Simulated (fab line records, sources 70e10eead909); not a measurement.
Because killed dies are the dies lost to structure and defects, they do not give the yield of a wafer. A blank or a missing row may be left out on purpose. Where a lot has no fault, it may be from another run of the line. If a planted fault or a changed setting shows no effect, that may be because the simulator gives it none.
fab line records	flow nand-harc
[record] lots = 13	wafers = 39	last-day = 24
route steps=1159 shown A_STAIRCASE@689 END@1159
lots untouched by any fault: they come from a run of this same line in which no faults occurred
start-h: start of the lot's first displayed wafer, in hours after the record's first day	wait-h: time in hours since the lot's previous step	" same as the row above	L1.1+2: one row covering several wafers at once	- no value present, or no start provided	* or withheld: withheld	< > ~ a bound
route shown NAME@n: NAME is a module with steps in the file, n the number in the route of the first one	usual: the fault-free wafers' mean and standard deviation	same: alike in all rows	chamber/n: place in a boat	sites: each site's reading	_std_site: the standard deviation of these	_edge_site: inner sites' mean taken away from outer sites' mean	radius-mm: for every site, how far away it sits from the centre of the wafer	mask NAME#n: copy n	behind: tool/chamber where the wafer was last shaped	hold: cause of the lot's hold/its duration in hours/its outcome	device: transistor that didn't switch, given as n, p or np	end of line: the same wafers' tests at the end of the route	where a step has no rows: the recipe by itself	killed: at the first sort, the dies lost to defects and structure; wafer yield is something else	map: per-die view of a wafer (x killed, . not killed, _ where there is no die)
set.NAME: the run value of the setting; set.NAME@STEP: its run value at that earlier step	model.NAME: the simulator's own value behind a step, which no gauge read
steps of the route over a sample of lots; a table a step, a row a wafer
services: from which hour (start-h, from the record's first day; less than 0 if before it) a tool's chamber was out of use, for how many hours, and why
[[steps]]
[step NHARC_A_STAIRCASE_HM_OPEN_463]
[recipe] o2-flow-sccm = 400	cos-flow-sccm = 20	ar-flow-sccm = 0	rf-w = 500	bias-w = 300	chemistry = O2/COS
[usual] drypump-motor-current-A = 6.0/0.4	oes-product-au = 1.001/0.01	rf-vpp-V = 466/3.1	showerhead-plenum-p-Torr = 3.07/0.14	throttle-valve-pct = 28.331/0.0093
lot.wafer	tool	chamber	start-h	wait-h	drypump-motor-current-A	oes-product-au	rf-hours-counter-h	rf-vpp-V	showerhead-plenum-p-Torr	throttle-valve-pct
L687.3	rie-diel-13	3	-	-	6.4	0.982	59	462	2.89	28.335
L687.1	"	1	"	"	6.3	1.003	57	470	3.23	28.342
L687.4	"	1	"	"	6.3	0.993	-	469	3.23	28.348
L688.2	rie-diel-03	2	-	-	6.3	1.005	17	463	2.92	28.339
L688.1	"	0	"	"	5.8	0.994	17	467	3.10	28.324
L688.6	"	2	"	"	6.3	1.004	-	463	2.92	28.317
L686.1	rie-diel-03	0	-	-	5.9	1.000	20	467	3.10	28.329
L686.2	"	2	"	"	6.3	1.012	19	463	2.92	28.342
L686.5	"	0	"	"	5.8	1.009	-	466	3.10	28.335
L689.4	rie-diel-01	1	-	-	5.8	0.989	51	465	3.03	28.329
L689.2	"	2	"	"	6.2	1.005	52	464	2.99	28.335
L689.3	"	3	"	"	5.2	0.996	55	462	2.92	28.336
L691.4	rie-diel-03	1	-	-	6.1	1.017	20	463	2.90	28.320
L691.3	"	2	"	"	6.3	1.011	21	462	2.92	28.337
L691.1	"	3	"	"	6.2	1.004	23	467	3.10	28.324
L693.2	rie-diel-03	1	-	-	6.1	1.006	31	462	2.89	28.317
L693.1	"	3	"	"	6.2	1.010	35	467	3.10	28.335
L693.6	"	0	"	"	5.9	0.998	-	467	3.09	28.326
L697.3	rie-diel-01	3	-	-	5.2	1.002	3	463	2.91	28.340
L697.2	"	0	"	"	6.1	0.994	3	469	3.20	28.322
L697.1	"	1	"	"	5.9	1.003	3	465	3.02	28.351
L698.1	rie-diel-13	0	-	-	5.0	1.015	26	464	2.95	28.323
L698.3	"	2	"	"	6.1	0.996	24	468	3.20	28.341
L698.6	"	0	"	"	5.0	1.012	-	462	2.95	28.329
L703.4	rie-diel-13	2	-	-	6.1	0.985	33	469	3.19	28.340
L703.1	"	0	"	"	5.0	1.012	32	463	2.95	28.329
L703.3	"	1	"	"	6.2	0.990	32	470	3.21	28.309
L705.3	rie-diel-13	1	-	-	6.3	1.007	37	469	3.21	28.338
L705.4	"	2	"	"	6.1	1.000	37	468	3.19	28.327
L705.6	"	2	"	"	6.1	1.001	-	469	3.19	28.317
L706.1	rie-diel-03	2	-	-	6.3	1.015	62	461	2.90	28.336
L706.2	"	3	"	"	6.2	1.016	64	466	3.08	28.325
L706.6	"	2	"	"	6.3	1.009	-	463	2.90	28.340
L707.1	rie-diel-03	0	-	-	5.8	1.001	66	466	3.08	28.321
L707.6	"	0	"	"	5.8	0.997	-	466	3.08	28.343
L707.4	"	2	"	"	6.3	1.010	-	463	2.89	28.319
L708.2	rie-diel-01	0	-	-	6.1	0.978	25	468	3.18	28.350
L708.3	"	2	"	"	6.2	0.984	25	461	2.97	28.347
L708.6	"	3	"	"	5.2	0.998	-	462	2.90	28.310
[step NHARC_A_STAIRCASE_ALD_415]
[recipe] target-thk-a = 300	pulse-time-s = 6	ald-cycles = 300	temp-c = 300	material = SiO2
[usual] heater-power-w = 472/57	precursor-pulse-height-rel = 0.999/0.02
lot.wafer	tool	chamber	start-h	wait-h	heater-power-w	precursor-pulse-height-rel
L687.3	ald-hk-04	3	272.36	1.8	555	1.013
L687.4	"	0	"	"	383	0.995
L687.1	"	1	"	"	433	1.004
L688.1	ald-hk-04	3	273.76	1.5	552	1.003
L688.2	"	1	"	"	428	1.026
L688.6	"	2	"	"	470	1.019
L686.1	ald-hk-03	3	278.40	0.3	500	0.969
L686.2	"	0	"	"	523	0.997
L686.5	"	2	"	"	491	0.973
L689.4	ald-hk-04	2	283.51	0.3	472	1.027
L689.3	"	3	"	"	545	0.976
L689.2	"	0	"	"	372	1.061
L691.3	ald-hk-04	0	284.88	0.7	376	1.033
L691.1	"	1	"	"	422	0.994
L691.4	"	2	"	"	467	1.037
L693.2	ald-hk-04	2	320.00	1.9	470	1.033
L693.1	"	3	"	"	552	1.010
L693.6	"	0	"	"	382	0.991
L697.3	ald-hk-04	2	336.48	0.1	468	1.009
L697.2	"	3	"	"	552	0.988
L697.1	"	0	"	"	372	0.981
L698.3	ald-hk-04	3	348.26	0.1	548	0.982
L698.1	"	2	"	"	474	0.983
L698.6	"	3	"	"	558	1.005
L703.4	ald-hk-02	1	366.95	0.3	514	0.982
L703.1	"	2	"	"	465	0.960
L703.3	"	3	"	"	444	1.023
L705.3	ald-hk-02	0	379.98	0.1	598	0.984
L705.4	"	3	"	"	462	1.005
L705.6	"	1	"	"	499	1.009
L706.2	ald-hk-04	0	380.86	0.5	379	1.000
L706.1	"	1	"	"	405	0.997
L706.6	"	3	"	"	545	0.972
L707.4	ald-hk-03	1	390.33	0.1	437	1.009
L707.1	"	0	"	"	516	0.998
L707.6	"	2	"	"	485	0.995
L708.3	ald-hk-04	0	395.90	0.1	377	0.989
L708.2	"	3	"	"	550	1.008
L708.6	"	0	"	"	377	0.964
[step NHARC_A_STAIRCASE_DEP_417]
[recipe] target-thk-a = 600	step-coverage-pct = 20	temp-c = 400	target-thk-nm = 60	flow-sccm = 200	rf-w = 450	material = Si3N4
[usual] heater-power-w = 680/110
lot.wafer	tool	chamber	start-h	wait-h	heater-power-w
L687.1	pecvd-01	2	274.45	-	486
L687.3	"	0	"	"	762
L687.4	"	2	"	"	509
L688.2	pecvd-03	1	276.27	-	648
L688.1	"	2	"	"	705
L688.6	"	2	"	"	691
L686.1	pecvd-01	1	280.60	-	872
L686.2	"	2	"	"	516
L686.5	"	1	"	"	864
L689.3	pecvd-04	1	285.58	-	614
L689.2	"	2	"	"	753
L689.4	"	0	"	"	779
L691.1	pecvd-03	0	286.93	-	562
L691.3	"	1	"	"	609
L691.4	"	1	"	"	619
L693.2	pecvd-03	2	321.92	-	607
L693.1	"	0	"	"	632
L693.6	"	1	"	"	720
L697.1	pecvd-04	0	338.78	-	802
L697.2	"	1	"	"	605
L697.3	"	2	"	"	810
L698.3	pecvd-03	1	350.65	-	719
L698.1	"	2	"	"	562
L698.6	"	1	"	"	703
L703.3	pecvd-01	1	369.05	-	824
L703.1	"	2	"	"	480
L703.4	"	1	"	"	840
L705.3	pecvd-03	1	382.39	-	636
L705.6	"	0	"	"	577
L705.4	"	1	"	"	636
L706.2	pecvd-03	0	382.74	-	564
L706.1	"	1	"	"	741
L706.6	"	0	"	"	561
L707.1	pecvd-03	1	392.61	-	751
L707.6	"	1	"	"	736
L707.4	"	2	"	"	683
L708.3	pecvd-04	2	398.18	-	675
L708.2	"	1	"	"	571
L708.6	"	0	"	"	795
[step NHARC_A_STAIRCASE_EXPOSE_438]
[recipe] na = 0.5	dose-mj = 28.97	mask-id = STAIR_REV
[usual] exposure-dose-mJ-cm2 = 28.97/0.03	stage-vel-mm-s = 500.05/0.24
[same] na = 0.5
lot.wafer	tool	chamber	start-h	wait-h	mask	exposure-dose-mJ-cm2	stage-vel-mm-s
L688.1	krf-scanner-01	0	311.51	-	STAIR_REV#0	28.94	499.89
L688.2	"	0	"	"	STAIR_REV#0	28.94	500.03
L688.6	"	0	"	"	STAIR_REV#0	28.95	499.64
L687.1	krf-scanner-01	0	311.55	-	STAIR_REV#0	28.96	499.66
L687.3	"	0	"	"	STAIR_REV#0	28.97	499.70
L687.4	"	0	"	"	STAIR_REV#0	28.97	499.98
L686.1	krf-scanner-01	0	318.81	-	STAIR_REV#0	28.97	499.76
L686.2	"	0	"	"	STAIR_REV#0	29.02	500.23
L686.5	"	0	"	"	STAIR_REV#0	29.04	499.90
L689.2	krf-scanner-03	0	318.98	-	STAIR_REV#0	28.94	499.98
L689.3	"	0	"	"	STAIR_REV#0	28.97	500.10
L689.4	"	0	"	"	STAIR_REV#0	28.97	499.94
L691.1	krf-scanner-04	0	319.13	-	STAIR_REV#0	28.98	500.42
L691.3	"	0	"	"	STAIR_REV#0	28.95	499.96
L691.4	"	0	"	"	STAIR_REV#0	28.97	500.31
L693.1	krf-scanner-03	0	361.61	-	STAIR_REV#0	28.95	500.12
L693.2	"	0	"	"	STAIR_REV#0	28.97	500.12
L693.6	"	0	"	"	STAIR_REV#0	29.01	500.15
L697.1	krf-scanner-01	0	373.50	-	STAIR_REV#0	41.46	500.17
L697.2	"	0	"	"	STAIR_REV#0	41.45	500.09
L697.3	"	0	"	"	STAIR_REV#0	41.45	500.03
L698.1	krf-scanner-01	0	382.63	-	STAIR_REV#0	41.46	499.85
L698.3	"	0	"	"	STAIR_REV#0	41.46	500.37
L698.6	"	0	"	"	STAIR_REV#0	41.44	499.91
L703.1	krf-scanner-03	0	401.25	-	STAIR_REV#0	28.97	500.32
L703.3	"	0	"	"	STAIR_REV#0	28.97	500.13
L703.4	"	0	"	"	STAIR_REV#0	28.97	500.40
L705.3	krf-scanner-04	0	418.33	-	STAIR_REV#0	29.00	500.26
L705.4	"	0	"	"	STAIR_REV#0	28.97	500.25
L705.6	"	0	"	"	STAIR_REV#0	28.98	500.11
L706.1	krf-scanner-03	0	418.48	-	STAIR_REV#0	28.96	500.00
L706.2	"	0	"	"	STAIR_REV#0	29.01	499.64
L706.6	"	0	"	"	STAIR_REV#0	29.00	499.87
L707.1	krf-scanner-03	0	429.98	-	STAIR_REV#0	28.89	500.28
L707.4	"	0	"	"	STAIR_REV#0	28.92	499.89
L707.6	"	0	"	"	STAIR_REV#0	28.96	500.22
L708.2	krf-scanner-04	0	430.15	-	STAIR_REV#0	29.02	499.77
L708.3	"	0	"	"	STAIR_REV#0	29.03	499.80
L708.6	"	0	"	"	STAIR_REV#0	28.98	499.60
[step NHARC_END_SORT_01]
[recipe] temp-c = 25
[usual] killed-at-array = 27/9.3	killed-at-other = 0.9/1.3	killed-at-periphery = 3.6/2.7	killed-dies = 31/9.7	killed-open = 3.3/1.8	killed-short = 2.0/1.5
[same] gross-dies = 677
lot.wafer	tool	chamber	start-h	wait-h	killed-at-array	killed-at-other	killed-at-periphery	killed-dies	killed-open	killed-short
L688.1	prober-01	0	454.47	2.5	23	0	3	26	4	3
L688.2	prober-01	0	455.28	2.8	17	0	1	18	1	4
L688.6	prober-01	0	458.50	4.0	26	1	1	28	6	2
L691.1	prober-02	0	454.49	2.5	15	2	2	19	4	0
L691.3	prober-02	0	456.10	3.1	13	2	2	17	6	2
L691.4	prober-02	0	456.91	3.4	17	0	4	21	3	4
L687.1	prober-01	0	462.28	2.5	34	1	6	41	1	2
L687.3	prober-01	0	463.87	3.1	27	2	10	39	1	0
L687.4	prober-01	0	464.66	3.4	28	0	9	37	1	1
L686.1	prober-02	0	463.81	2.5	25	0	5	30	7	2
L686.2	prober-02	0	464.60	2.8	28	1	5	34	2	3
L686.5	prober-02	0	466.98	3.7	28	0	5	33	2	2
L689.2	prober-01	0	470.91	2.8	23	0	4	27	5	4
L689.3	prober-01	0	471.71	3.1	21	0	4	25	2	1
L689.4	prober-01	0	472.52	3.4	22	2	3	27	1	5
L693.1	prober-02	0	495.58	2.4	27	0	7	34	6	2
L693.2	prober-02	0	496.36	2.7	39	0	2	41	3	5
L693.6	prober-02	0	499.48	3.9	17	1	2	20	3	1
L697.1	prober-01	0	504.88	2.5	42	1	1	44	2	1
L697.2	prober-01	0	505.68	2.8	45	2	0	47	1	1
L697.3	prober-01	0	506.49	3.1	42	1	4	47	2	1
L698.1	prober-02	0	531.16	2.5	31	1	4	36	4	2
L698.3	prober-02	0	532.76	3.1	28	0	1	29	6	0
L698.6	prober-02	0	535.15	4.0	29	1	1	31	1	3
L703.1	prober-01	0	540.97	2.5	19	1	0	20	1	1
L703.3	prober-01	0	542.57	3.1	30	3	4	37	4	4
L703.4	prober-01	0	543.37	3.4	24	2	1	27	2	0
L706.1	prober-02	0	550.05	2.5	46	0	3	49	3	1
L706.2	prober-02	0	550.85	2.8	54	0	3	57	7	1
L706.6	prober-02	0	554.04	4.0	43	0	0	43	0	2
L705.3	prober-01	0	558.20	3.1	17	0	7	24	2	3
L705.4	prober-01	0	559.00	3.4	14	1	7	22	2	3
L705.6	prober-01	0	560.62	4.0	11	1	3	15	2	0
L707.1	prober-01	0	567.47	2.5	31	0	0	31	3	0
L707.4	prober-01	0	569.88	3.4	28	1	2	31	1	1
L707.6	prober-01	0	571.48	4.0	30	1	8	39	5	4
L708.2	prober-02	0	571.22	2.8	37	5	1	43	2	2
L708.3	prober-02	0	572.03	3.1	45	1	1	47	2	1
L708.6	prober-02	0	574.45	4.0	29	5	0	34	3	1
// killed by level:class
L688.1 A_CHANNEL_HOLE_D1:chamber-film-flake=11 A_CONTACT:chamber-film-flake=6 P_M0:geometric-particle:open=1 P_M0:geometric-particle:short=1 A_ONON_D1:geometric-particle:open=1 A_ONON_D1:geometric-particle:short=1 A_CONTACT:geometric-particle:open=1 A_BLC:geometric-particle:short=1
L691.1 A_STAIRCASE:chamber-film-flake=5 A_CHANNEL_HOLE_D1:chamber-film-flake=3 A_WL_FILL:geometric-particle:open=2 A_CONTACT:chamber-film-flake=2 THIN_TSV:chamber-film-flake=2 A_CHANNEL_FILL_D1:geometric-particle:open=1 A_CONTACT:geometric-particle:open=1 P_STI:chamber-film-flake=1
L688.2 A_CHANNEL_HOLE_D1:chamber-film-flake=6 A_CONTACT:chamber-film-flake=4 A_STAIRCASE:chamber-film-flake=2 P_CONTACT:geometric-particle:short=1 A_ONON_D1:geometric-particle:short=1 A_SGD_CUT:geometric-particle:short=1 A_CONTACT:geometric-particle:open=1 A_M0:geometric-particle:short=1
L691.3 A_WL_FILL:geometric-particle:short=2 A_WL_FILL:geometric-particle:open=2 A_M0:geometric-particle:open=2 A_CHANNEL_FILL_D1:chamber-film-flake=2 A_STAIRCASE:chamber-film-flake=2 THIN_TSV:chamber-film-flake=2 P_CONTACT:geometric-particle:open=1 A_CHANNEL_FILL_D1:geometric-particle:open=1
L691.4 A_CHANNEL_HOLE_D1:chamber-film-flake=6 P_M1:chamber-film-flake=3 A_STAIRCASE:chamber-film-flake=3 P_M1:geometric-particle:short=1 A_ONON_D1:geometric-particle:short=1 A_ONON_D1:geometric-particle:open=1 A_CHANNEL_HOLE_D1:geometric-particle:short=1 A_CHANNEL_FILL_D1:geometric-particle:short=1
L688.6 A_CHANNEL_HOLE_D1:chamber-film-flake=11 A_CONTACT:chamber-film-flake=8 A_ONON_D1:geometric-particle:open=2 A_CONTACT:geometric-particle:open=2 P_STI:geometric-particle:open=1 A_ONON_D1:geometric-particle:short=1 A_WL_FILL:geometric-particle:short=1 A_M1:geometric-particle:open=1
L687.1 A_CHANNEL_HOLE_D1:chamber-film-flake=17 A_STAIRCASE:chamber-film-flake=5 A_SLIT:chamber-film-flake=5 P_M1:chamber-film-flake=3 P_CONTACT:chamber-film-flake=2 A_WL_FILL:chamber-film-flake=2 A_CONTACT:chamber-film-flake=2 A_ONON_D1:geometric-particle:short=1
L686.1 A_SLIT:chamber-film-flake=9 A_CHANNEL_HOLE_D1:chamber-film-flake=6 A_CHANNEL_HOLE_D1:geometric-particle:open=2 A_WL_FILL:geometric-particle:open=2 P_STI:chamber-film-flake=2 A_CONTACT:chamber-film-flake=2 P_GATE:geometric-particle:open=1 P_CONTACT:geometric-particle:open=1
L687.3 A_CHANNEL_HOLE_D1:chamber-film-flake=13 A_SLIT:chamber-film-flake=10 P_CONTACT:chamber-film-flake=5 P_M1:chamber-film-flake=3 P_ZERO_WELL:chamber-film-flake=2 A_STAIRCASE:chamber-film-flake=2 A_CHANNEL_FILL_D1:geometric-particle:open=1 A_CONTACT:chamber-film-flake=1
L686.2 A_SLIT:chamber-film-flake=11 A_CHANNEL_HOLE_D1:chamber-film-flake=7 A_STAIRCASE:chamber-film-flake=3 A_CONTACT:chamber-film-flake=3 P_GATE:chamber-film-flake=2 P_STI:geometric-particle:open=1 A_SOURCE_PLATE:geometric-particle:short=1 A_STAIRCASE:geometric-particle:short=1
L687.4 A_SLIT:chamber-film-flake=10 A_CHANNEL_HOLE_D1:chamber-film-flake=9 P_M1:chamber-film-flake=6 P_CONTACT:chamber-film-flake=3 A_STAIRCASE:chamber-film-flake=3 A_CONTACT:chamber-film-flake=3 A_CHANNEL_FILL_D1:geometric-particle:short=1 A_CONTACT:geometric-particle:open=1
L686.5 A_CHANNEL_HOLE_D1:chamber-film-flake=7 A_SLIT:chamber-film-flake=7 A_STAIRCASE:chamber-film-flake=5 A_CONTACT:chamber-film-flake=4 P_STI:chamber-film-flake=3 A_M0:geometric-particle:open=2 A_WL_FILL:geometric-particle:short=1 A_M1:geometric-particle:short=1
L689.2 A_CHANNEL_HOLE_D1:chamber-film-flake=13 A_STAIRCASE:chamber-film-flake=2 P_CONTACT:geometric-particle:short=1 P_CONTACT:geometric-particle:open=1 P_M0:geometric-particle:open=1 A_SOURCE_PLATE:geometric-particle:open=1 A_CHANNEL_HOLE_D1:geometric-particle:short=1 A_CHANNEL_FILL_D1:geometric-particle:short=1
L689.3 A_CHANNEL_HOLE_D1:chamber-film-flake=14 A_STAIRCASE:chamber-film-flake=4 P_GATE:chamber-film-flake=2 P_CONTACT:geometric-particle:open=1 A_M0:geometric-particle:short=1 A_M1:geometric-particle:open=1 P_STI:chamber-film-flake=1 A_CONTACT:chamber-film-flake=1
L689.4 A_CHANNEL_HOLE_D1:chamber-film-flake=15 P_STI:chamber-film-flake=2 A_STAIRCASE:chamber-film-flake=2 P_CONTACT:geometric-particle:short=1 A_ONON_D1:geometric-particle:short=1 A_CHANNEL_HOLE_D1:geometric-particle:short=1 A_WL_FILL:geometric-particle:short=1 A_BLC:geometric-particle:open=1
L693.1 A_CHANNEL_HOLE_D1:chamber-film-flake=10 A_STAIRCASE:chamber-film-flake=7 A_WL_FILL:chamber-film-flake=3 A_WL_FILL:geometric-particle:open=2 A_M0:geometric-particle:open=2 P_BONDPAD:chamber-film-flake=2 A_CONTACT:chamber-film-flake=2 P_GATE:geometric-particle:open=1
L693.2 A_CHANNEL_HOLE_D1:chamber-film-flake=14 A_STAIRCASE:chamber-film-flake=8 A_WL_FILL:chamber-film-flake=5 A_CONTACT:chamber-film-flake=4 P_M1:geometric-particle:open=1 A_CHANNEL_FILL_D1:geometric-particle:short=1 A_CHANNEL_HOLE_D1:geometric-particle:short=1 A_WL_FILL:geometric-particle:short=1
L693.6 A_CHANNEL_HOLE_D1:chamber-film-flake=13 P_STI:geometric-particle:open=1 P_CONTACT:geometric-particle:open=1 A_SOURCE_PLATE:geometric-particle:short=1 STARTING-WAFER:geometric-particle:open=1 A_CHANNEL_FILL_D1:chamber-film-flake=1 A_STAIRCASE:chamber-film-flake=1 A_WL_FILL:chamber-film-flake=1
L697.1 A_CHANNEL_HOLE_D1:chamber-film-flake=23 A_SLIT:chamber-film-flake=11 A_STAIRCASE:chamber-film-flake=3 A_CHANNEL_FILL_D1:geometric-particle:short=1 A_SGD_CUT:geometric-particle:open=1 A_WL_FILL:geometric-particle:open=1 P_M1:chamber-film-flake=1 A_ZERO_WELL:chamber-film-flake=1
L697.2 A_CHANNEL_HOLE_D1:chamber-film-flake=24 A_SLIT:chamber-film-flake=13 A_CHANNEL_FILL_D1:chamber-film-flake=2 A_STAIRCASE:chamber-film-flake=2 A_WL_FILL:geometric-particle:short=1 STARTING-WAFER:geometric-particle:open=1 A_ZERO_WELL:chamber-film-flake=1 A_WL_FILL:chamber-film-flake=1
L697.3 A_CHANNEL_HOLE_D1:chamber-film-flake=18 A_SLIT:chamber-film-flake=11 A_STAIRCASE:chamber-film-flake=8 A_WL_FILL:chamber-film-flake=2 P_GATE:geometric-particle:open=1 P_CONTACT:geometric-particle:open=1 A_WL_FILL:geometric-particle:short=1 P_STI:chamber-film-flake=1
L698.1 A_SLIT:chamber-film-flake=12 A_CHANNEL_HOLE_D1:chamber-film-flake=9 A_ZERO_WELL:chamber-film-flake=2 A_CHANNEL_FILL_D1:chamber-film-flake=2 A_CONTACT:chamber-film-flake=2 P_M0:geometric-particle:short=1 P_M1:geometric-particle:open=1 P_M2:geometric-particle:open=1
L698.3 A_SLIT:chamber-film-flake=11 A_CHANNEL_HOLE_D1:chamber-film-flake=5 A_BLC:chamber-film-flake=5 A_CONTACT:geometric-particle:open=2 P_M2:geometric-particle:open=1 A_CHANNEL_HOLE_D1:geometric-particle:open=1 A_CHANNEL_FILL_D1:geometric-particle:open=1 A_WL_FILL:geometric-particle:open=1
L698.6 A_SLIT:chamber-film-flake=8 A_CONTACT:chamber-film-flake=7 A_BLC:chamber-film-flake=5 A_CHANNEL_HOLE_D1:chamber-film-flake=3 A_CHANNEL_FILL_D1:geometric-particle:short=1 A_WL_FILL:geometric-particle:short=1 A_CONTACT:geometric-particle:short=1 A_CONTACT:geometric-particle:open=1
L703.1 A_CHANNEL_HOLE_D1:chamber-film-flake=13 A_STAIRCASE:chamber-film-flake=3 A_ONON_D1:geometric-particle:open=1 A_CONTACT:geometric-particle:short=1 A_M1:chamber-film-flake=1 HYBRID_BOND:chamber-film-flake=1
L703.3 A_CHANNEL_HOLE_D1:chamber-film-flake=21 HYBRID_BOND:chamber-film-flake=3 A_CONTACT:chamber-film-flake=2 P_CONTACT:geometric-particle:open=1 P_M1:geometric-particle:open=1 P_M2:geometric-particle:short=1 A_ONON_D1:geometric-particle:open=1 A_ONON_D1:geometric-particle:short=1
L703.4 A_CHANNEL_HOLE_D1:chamber-film-flake=17 A_STAIRCASE:chamber-film-flake=2 A_CONTACT:chamber-film-flake=2 HYBRID_BOND:chamber-film-flake=2 P_M0:geometric-particle:open=1 A_ONON_D1:geometric-particle:open=1 A_SLIT:chamber-film-flake=1 A_WL_FILL:chamber-film-flake=1
L706.1 A_SLIT:chamber-film-flake=19 A_CHANNEL_HOLE_D1:chamber-film-flake=18 A_STAIRCASE:chamber-film-flake=2 A_WL_FILL:chamber-film-flake=2 P_M0:geometric-particle:open=1 P_M1:geometric-particle:short=1 A_WL_FILL:geometric-particle:open=1 A_CONTACT:geometric-particle:open=1
L706.2 A_SLIT:chamber-film-flake=24 A_CHANNEL_HOLE_D1:chamber-film-flake=19 A_STAIRCASE:chamber-film-flake=3 P_CONTACT:geometric-particle:open=2 A_CONTACT:geometric-particle:open=2 A_CONTACT:chamber-film-flake=2 P_M0:geometric-particle:open=1 A_SOURCE_PLATE:geometric-particle:open=1
L706.6 A_CHANNEL_HOLE_D1:chamber-film-flake=19 A_SLIT:chamber-film-flake=13 A_STAIRCASE:chamber-film-flake=3 A_CONTACT:chamber-film-flake=3 A_WL_FILL:chamber-film-flake=2 A_CHANNEL_HOLE_D1:geometric-particle:short=1 A_CHANNEL_FILL_D1:geometric-particle:short=1 A_CHANNEL_FILL_D1:chamber-film-flake=1
L705.3 A_CONTACT:chamber-film-flake=8 A_CHANNEL_HOLE_D1:chamber-film-flake=6 P_GATE:chamber-film-flake=2 P_M0:geometric-particle:open=1 P_M0:geometric-particle:short=1 P_M1:geometric-particle:open=1 A_ONON_D1:geometric-particle:short=1 A_SGD_CUT:geometric-particle:short=1
L705.4 A_CONTACT:chamber-film-flake=7 A_CHANNEL_HOLE_D1:chamber-film-flake=3 P_M2:geometric-particle:short=2 P_STI:chamber-film-flake=2 P_GATE:chamber-film-flake=2 A_CHANNEL_FILL_D1:geometric-particle:short=1 A_WL_FILL:geometric-particle:open=1 A_M0:geometric-particle:open=1
L705.6 A_CHANNEL_HOLE_D1:chamber-film-flake=6 A_CONTACT:chamber-film-flake=4 P_M0:geometric-particle:open=1 A_CONTACT:geometric-particle:open=1 P_STI:chamber-film-flake=1 P_BONDPAD:chamber-film-flake=1 THIN_TSV:chamber-film-flake=1
L707.1 A_CHANNEL_HOLE_D1:chamber-film-flake=16 A_CONTACT:chamber-film-flake=7 A_STAIRCASE:chamber-film-flake=4 A_SOURCE_PLATE:geometric-particle:open=1 A_CONTACT:geometric-particle:open=1 A_BLC:geometric-particle:open=1 A_ZERO_WELL:chamber-film-flake=1
L707.4 A_CHANNEL_HOLE_D1:chamber-film-flake=18 A_CONTACT:chamber-film-flake=4 P_STI:chamber-film-flake=2 A_STAIRCASE:chamber-film-flake=2 A_SOURCE_PLATE:geometric-particle:open=1 A_BLC:geometric-particle:short=1 A_ZERO_WELL:chamber-film-flake=1 A_M1:chamber-film-flake=1
L708.2 A_SLIT:chamber-film-flake=21 THIN_TSV:chamber-film-flake=5 A_CHANNEL_HOLE_D1:chamber-film-flake=4 A_STAIRCASE:chamber-film-flake=4 A_CONTACT:chamber-film-flake=3 A_SGD_CUT:geometric-particle:open=2 A_SOURCE_PLATE:geometric-particle:short=1 A_SGD_CUT:geometric-particle:short=1
L707.6 A_CHANNEL_HOLE_D1:chamber-film-flake=20 A_STAIRCASE:chamber-film-flake=4 A_CONTACT:chamber-film-flake=4 P_CONTACT:geometric-particle:open=3 P_CONTACT:geometric-particle:short=1 P_M0:geometric-particle:short=1 P_M1:geometric-particle:short=1 A_SOURCE_PLATE:geometric-particle:open=1
L708.3 A_SLIT:chamber-film-flake=22 A_CONTACT:chamber-film-flake=9 A_CHANNEL_HOLE_D1:chamber-film-flake=6 A_STAIRCASE:chamber-film-flake=5 P_CONTACT:geometric-particle:short=1 A_CHANNEL_FILL_D1:geometric-particle:open=1 A_SLIT:geometric-particle:open=1 A_WL_FILL:chamber-film-flake=1
L708.6 A_SLIT:chamber-film-flake=13 A_CHANNEL_HOLE_D1:chamber-film-flake=7 THIN_TSV:chamber-film-flake=5 A_STAIRCASE:chamber-film-flake=2 A_CONTACT:chamber-film-flake=2 A_CHANNEL_HOLE_D1:geometric-particle:short=1 A_SGD_CUT:geometric-particle:open=1 A_CONTACT:geometric-particle:open=1
[[services]]
tool	chamber	start-h	hours	kind
pecvd-04	1	251.46	5.5	repair
pecvd-01	-	254.11	0.8	repair
krf-scanner-01	-	256.00	4.0	pm
krf-scanner-03	-	256.63	0.6	repair
rie-diel-13	-	264.36	2.3	repair
rie-diel-13	-	276.05	9.0	pm
krf-scanner-04	-	286.11	1.5	repair
pecvd-03	-	292.26	13.0	pm
krf-scanner-04	-	298.00	4.0	pm
rie-diel-01	-	314.85	9.0	pm
pecvd-03	-	329.20	4.0	repair
rie-diel-01	0	337.73	3.3	repair
krf-scanner-03	-	340.00	4.0	pm
rie-diel-03	2	343.78	5.5	repair
krf-scanner-04	-	344.88	0.7	repair
pecvd-04	0	344.92	9.3	repair
ald-hk-04	-	364.04	10.0	pm
pecvd-04	-	376.00	13.0	pm
rie-diel-13	2	385.36	7.5	repair
rie-diel-03	3	392.04	7.1	repair
rie-diel-03	-	392.31	9.0	pm
ald-hk-04	-	398.43	0.4	repair
rie-diel-13	-	403.61	1.7	repair
krf-scanner-01	-	428.00	4.0	pm
[[key]]
[first-sign] step = NHARC_A_STAIRCASE_EXPOSE_438	reading = exposure-dose-mJ-cm2	direction = up	sigmas = 99+	usual = 28.97	struck = 41.45
effect none on later readings
met-at NHARC_A_STAIRCASE_EXPOSE_438
struck-lots L697,L698
tester-left-out L697,L698
not-acting-at NHARC_A_STAIRCASE_HM_OPEN_463,NHARC_A_STAIRCASE_ALD_415,NHARC_A_STAIRCASE_DEP_417
onset-between 318.81 373.50
[fault] kind = process-parameter-drift	tool = krf-scanner-01	chamber = -	onset-h = 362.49	steps = NHARC_A_STAIRCASE_EXPOSE_438	channel = dose-mj	offset = 12.501	shape = step	acts-in = these-recipes-only	stated = 28.97
// tester-left-out: of these lots the tester's yield and bins aren't shown, on N5 and GAA mostly nor the transistor test; their killed dies are dies lost to structure and defects alone, not to doping, threshold or leakage, so they don't give the yield
